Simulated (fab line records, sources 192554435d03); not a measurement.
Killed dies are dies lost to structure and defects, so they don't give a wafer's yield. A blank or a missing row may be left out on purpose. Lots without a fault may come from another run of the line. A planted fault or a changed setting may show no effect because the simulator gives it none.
Split-lot experiment | flow n5_finfet | 7 lots, 39 wafers read, on a route of 1938 steps

THE SPLIT
At N5_HKMG_FIN_ETCH_32 (etches SOC in N2/H2, target depth 240 nm, time 300 s), the setting target_depth_a was moved away from the recipe's 2400 angstrom on 15 of the 39 wafers read, by -5.8% to +12.3%. The other wafers ran this setting at the recipe's value.

The reading is taken at the split's own step.

THE READING
HKMG_FIN.feature_depth_nm (the simulator's own value, which no gauge read), in nm, at N5_HKMG_FIN_ETCH_32 (etches SOC in N2/H2, target depth 240 nm, time 300 s). The file gives no usual value for it. The 24 wafers here that ran the recipe average 240.0 nm, standard deviation 4.7 nm.

wafer  | tool, chamber at the split | target_depth_a as run, angstrom | against the recipe | HKMG_FIN.feature_depth_nm, nm | against lot-mates on the recipe
L076.1 | rie_diel-04, 2             | 2560                            | +6.7%              | 261.2                         | +21.6
L076.2 | rie_diel-04, 1             | 2400                            | recipe             | 234.8                         | -
L076.3 | rie_diel-04, 0             | 2560                            | +6.7%              | 268                           | +28.4
L076.4 | rie_diel-04, 1             | 2400                            | recipe             | 233                           | -
L076.5 | rie_diel-04, 0             | 2400                            | recipe             | 251                           | -
L076.6 | rie_diel-04, 2             | 2560                            | +6.7%              | 260.8                         | +21.2
L078.1 | rie_diel-01, 0             | 2400                            | recipe             | 239.4                         | -
L078.2 | rie_diel-01, 1             | 2400                            | recipe             | 238                           | -
L078.3 | rie_diel-01, 2             | 2400                            | recipe             | 243.6                         | -
L078.4 | rie_diel-01, 0             | 2400                            | recipe             | 239.6                         | -
L078.5 | rie_diel-01, 2             | 2400                            | recipe             | 245.4                         | -
L078.6 | rie_diel-01, 1             | 2400                            | recipe             | 238.6                         | -
L079.1 | rie_diel-04, 3             | 2400                            | recipe             | 234.8                         | -
L079.2 | rie_diel-04, 1             | 2561                            | +6.7%              | 248.2                         | +7.9
L079.3 | rie_diel-04, 0             | 2400                            | recipe             | 252                           | -
L079.4 | rie_diel-04, 1             | 2400                            | recipe             | 234                           | -
L079.5 | rie_diel-04, 0             | 2561                            | +6.7%              | 269                           | +28.7
L079.6 | rie_diel-04, 3             | 2561                            | +6.7%              | 252.8                         | +12.5
L084.2 | rie_diel-01, 0             | 2400                            | recipe             | 239.4                         | -
L084.3 | rie_diel-01, 2             | 2400                            | recipe             | 240.6                         | -
L084.4 | rie_diel-01, 1             | 2400                            | recipe             | 239.2                         | -
L087.1 | rie_diel-01, 2             | 2260                            | -5.8%              | 226.4                         | -11.7
L087.2 | rie_diel-01, 1             | 2400                            | recipe             | 235                           | -
L087.3 | rie_diel-01, 0             | 2400                            | recipe             | 239.6                         | -
L087.4 | rie_diel-01, 3             | 2260                            | -5.8%              | 227                           | -11.1
L087.5 | rie_diel-01, 2             | 2260                            | -5.8%              | 226.4                         | -11.7
L087.6 | rie_diel-01, 3             | 2400                            | recipe             | 239.8                         | -
L091.1 | rie_diel-01, 3             | 2400                            | recipe             | 242                           | -
L091.2 | rie_diel-01, 2             | 2500                            | +4.2%              | 253.2                         | +12.3
L091.3 | rie_diel-01, 1             | 2400                            | recipe             | 236.6                         | -
L091.4 | rie_diel-01, 0             | 2500                            | +4.2%              | 252.6                         | +11.7
L091.5 | rie_diel-01, 3             | 2400                            | recipe             | 244.2                         | -
L091.6 | rie_diel-01, 2             | 2500                            | +4.2%              | 253                           | +12.1
L094.1 | rie_diel-01, 0             | 2695                            | +12.3%             | 269.6                         | +29.7
L094.2 | rie_diel-01, 3             | 2695                            | +12.3%             | 271.4                         | +31.5
L094.3 | rie_diel-01, 1             | 2400                            | recipe             | 238.4                         | -
L094.4 | rie_diel-01, 2             | 2400                            | recipe             | 242                           | -
L094.5 | rie_diel-01, 0             | 2400                            | recipe             | 239.2                         | -
L094.6 | rie_diel-01, 1             | 2695                            | +12.3%             | 268.6                         | +28.7

THE FIT
A straight line over all 39 wafers: HKMG_FIN.feature_depth_nm changes by +2.58 nm for each +1% of target_depth_a; r = +0.92; the points scatter about the line by 5 nm.
The same after taking each lot's own level away (the mean of its wafers on the recipe; 39 wafers): +2.52 nm for each +1%; r = +0.91; scatter 5 nm.
On that fit, the largest move of target_depth_a shifts the reading by 31 nm.
The lots' own levels span 238.13 to 240.93 nm, that is 0.6 times the standard deviation above.
So the lot-to-lot level changes the slope little: the two slopes agree.
Check: with one of the wafers moved furthest among these (+12.3%) left out of the fit, the line predicts +32.2 nm for it against its lot-mates. It came out at +29.7 nm against them.

OTHER SPLITS ON THESE WAFERS
These wafers also went through other splits before the reading. Each is held against what the fit with the lots' levels taken away leaves over:
other split on the same wafers       | wafers away from the commonest value | r with HKMG_FIN.feature_depth_nm (lot level and that fit taken away)
N5_DUMMY_GATE_HM_DEP_06 target_thk_a | 12                                   | -0.17
N5_DUMMY_GATE_EXPOSE_12 dose_mj      | 12                                   | +0.09
N5_SD_ACTIVATION_LSA_01 temp_c       | 15                                   | +0.29

THE WHOLE CHAIN: every reading that the file lists as answering this split, in the file's order
step                | what it does                                         | reading                                                                    | change (the file's fit)              | r (the file's)
N5_HKMG_FIN_ETCH_32 | etches SOC in N2/H2, target depth 240 nm, time 300 s | etch.depth_nm (the simulator's own value, which no gauge read)             | +2.58 nm for each +1% of the setting | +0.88
N5_HKMG_FIN_ETCH_32 | etches SOC in N2/H2, target depth 240 nm, time 300 s | HKMG_FIN.feature_depth_nm (the simulator's own value, which no gauge read) | +2.58 nm for each +1% of the setting | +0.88

THE FILE'S OWN FIT
HKMG_FIN.feature_depth_nm changes by +2.58 nm for each +1% of target_depth_a, r = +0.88.
